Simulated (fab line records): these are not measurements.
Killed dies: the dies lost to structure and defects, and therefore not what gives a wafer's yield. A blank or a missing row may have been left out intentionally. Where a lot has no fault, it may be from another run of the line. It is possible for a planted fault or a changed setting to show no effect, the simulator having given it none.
What tool caused it?	flow n5Finfet	11 lots, 33 wafers sampled, at 2 steps of a route of 1938

== WHAT THE GAUGES READ, wafer by wafer ==
N5_MIM_TOP_LITHO_CD_MEAS_08: the cd target is 2000 nm.
lot	measured	on	cdNm (nm)
L282	day 11 21:57	cdSem-02	1999.2 1998.4 1998.8
L283	day 12 08:40	cdSem-01	1997.8 1999.8 1997.0
L284	day 12 18:45	cdSem-01	2000.2 2000.3 2001.5
L285	day 13 18:24	cdSem-02	1998.7 1998.5 1996.4
L288	day 13 10:29	cdSem-01	2002.3 1999.9 2001.4
L290	day 14 00:21	cdSem-03	2001.3 2000.5 2002.3
L291	day 14 01:57	cdSem-01	1997.5 1999.3 2001.0
L294	day 15 20:59	cdSem-03	2002.3 1999.6 1999.3
L299	day 15 21:14	cdSem-01	2001.4 2000.2 1998.5
L301	day 16 05:36	cdSem-02	2001.2 2001.9 1998.1
L305	day 17 20:31	cdSem-03	1995.5 2002.3 1999.4

== WHAT TOOL EACH LOT RAN ON (gives the tool, then ch and the chambers of the sampled wafers, and finally the start) ==
lot	N5_BEOL_M7_TRENCH_ETCH_37
L282	rieDiel-02 ch 0,1,2, day 9 02:49
L283	rieDiel-03 ch 0,2,3, day 9 11:53
L284	rieDiel-02 ch 0,1, day 10 00:24
L285	rieDiel-03 ch 2,3, day 10 07:41
L288	rieDiel-03 ch 1,2, day 10 11:47
L290	rieDiel-01 ch 0,1,2, day 10 18:22
L291	rieDiel-03 ch 0,3, day 11 06:19
L294	rieDiel-01 ch 0,1,3, day 12 18:50
L299	rieDiel-03 ch 0,3, day 12 21:16
L301	rieDiel-03 ch 0,2, day 13 14:48
L305	rieDiel-01 ch 0,1,3, day 15 01:35
- N5_BEOL_M7_TRENCH_ETCH_37: etches SiCOH lowk in C4F6/O2, target depth 93.478 nm, time 31.2 s.

== THE ANSWER, worked out from the rows above alone ==
Rule: the lots themselves supply what counts as usual. The widest of any qualifying gaps counts: lots, ordered by their means at a reading, are off when they make up no more than a third of the lots, leave a main group of 4 or more, and stand apart from it by 3 or more times the standard deviation of that group's means. Not used: any main group whose means are identical at the precision the tables above print for the reading. Also off: a lot with no number at a reading for which 4 or more lots have one. The other lots that the step has rows for count as sound.
No lot is off at any reading shown: from this, nothing can be told.

== WHAT THE SIMULATOR HAD PUT IN ==
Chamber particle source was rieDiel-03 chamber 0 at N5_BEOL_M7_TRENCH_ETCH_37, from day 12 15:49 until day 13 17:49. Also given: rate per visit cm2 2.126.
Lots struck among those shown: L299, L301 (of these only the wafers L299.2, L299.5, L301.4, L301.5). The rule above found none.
